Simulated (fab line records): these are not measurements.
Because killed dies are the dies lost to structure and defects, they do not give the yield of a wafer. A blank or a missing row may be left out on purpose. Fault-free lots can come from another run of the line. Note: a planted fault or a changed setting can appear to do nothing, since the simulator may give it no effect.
Comparing a struck lot with a sound one | flow nand harc | 15 out of 1302 route steps
Sound: these wafers, L130.1, L130.2, L130.4. Wafers L113.2, L113.4, L113.6 were the ones struck. The cause is named last.
Order at every step that has rows: each side's tool, ch and its chambers, its first start. Under that, the readings that differ: sound wafers | struck wafers | difference of the means | sigmas: that difference in standard deviations of wafers without a fault.
alike: readings with means less than 2 such deviations apart, plus words and numbers identical on both sides. not compared: withheld readings, readings lacking a value on some wafer, bounds such as >300 that could conceal the same value, and numbers that have no deviation in the record and whose values overlap.
A row with sigmas, a row that says differs or no value, or rows on one side alone: a step with any of these is where the two part. Non-overlapping numbers with no deviation appear without sigmas and do not part them. A reading missing from all wafers of one side parts the sides only when that side holds two or more wafers.

first, 8 steps without rows for these wafers: NHARC_A_ZERO_WELL_HMDS_03 (time 30 s); NHARC_A_ZERO_WELL_COAT_18 (time 65 s); NHARC_A_ZERO_WELL_COAT_04 (resist thk 600 nm); NHARC_A_ZERO_WELL_SOFTBAKE_05 (time 70 s); NHARC_A_ZERO_WELL_EBR_06; NHARC_A_ZERO_WELL_EXPOSE_07 (exposes mask A ZERO); NHARC_A_ZERO_WELL_PEB_08 (peb time 80 s); NHARC_A_ZERO_WELL_DEVELOP_09 (time 50 s).
NHARC_A_ZERO_WELL_CD_MEAS_10: target cd 2000 nm.
  sound on cd sem-03 ch 0, day 16 01:28; struck on cd sem-02 ch 0, day 11 12:56
  alike: cd nm
then, 1 step without rows for these wafers: NHARC_A_ZERO_WELL_HARDBAKE_11 (time 65 s).
NHARC_A_ZERO_WELL_DESCUM_12: chemistry O2, time 3 s.
  sound on rie diel-07 ch 0,1,2, day 16 01:37; struck on rie diel-04 ch 0,2, day 11 13:06
  reading               | sound             | struck            | difference | sigmas
  oes product au (a.u.) | 1.005 0.982 0.994 | 1.024 1.013 1.010 | +0.022     | +2
  alike: drypump motor current A, rf vpp V, showerhead plenum p Torr, throttle valve pct
  not compared: rf hours counter h
NHARC_A_ZERO_WELL_ETCH_19: etches the open film in N2/H2, target depth 80 nm, overetch 24 nm, time 87.88 s.
  sound on rie diel-07 ch 0,1,2, day 16 01:43; struck on rie diel-04 ch 0,1,3, day 11 13:11
  alike: bias w, chamber pressure mTorr, drypump motor current A, oes product au, rf vpp V, showerhead plenum p Torr, throttle valve pct
  not compared: rf hours counter h
NHARC_A_ZERO_WELL_ETCH_13: etches the open film in HBr/Cl2, target depth 120 nm, time 40.1 s.
  sound on rie si-05 ch 0,1,3, day 16 01:49; struck on rie si-01 ch 0,2,3, day 11 13:20
  no value came back on the struck wafers for any of 7 readings (bias w (W), chamber pressure mTorr (mTorr) and others); on the sound wafers bias w (W) reads 99.95 100.18 99.66
then, 1 step without rows for these wafers: NHARC_A_ZERO_WELL_STRIP_14 (strips in SPM, time 900 s).
-- jump in the record: it breaks off in module A_ZERO_WELL and resumes in module END (first step shown: number 1302 of the route), and 19 days separate the struck wafers' starts before and after --
NHARC_END_SORT_01:
  sound on prober-02 ch 0, day 33 23:46; struck on prober-02 ch 0, day 31 01:09
  reading         | sound    | struck      | difference | sigmas
  killed at array | 69 76 91 | 671 674 671 | +593       | +33
  killed dies     | 71 79 98 | 677 677 677 | +594       | +33
  alike: killed at other, killed at periphery, killed open, killed short

## WHERE THEY PART
At NHARC_A_ZERO_WELL_DESCUM_12 first; at NHARC_END_SORT_01 last (within this record only).

WHY: the cause the simulator had injected
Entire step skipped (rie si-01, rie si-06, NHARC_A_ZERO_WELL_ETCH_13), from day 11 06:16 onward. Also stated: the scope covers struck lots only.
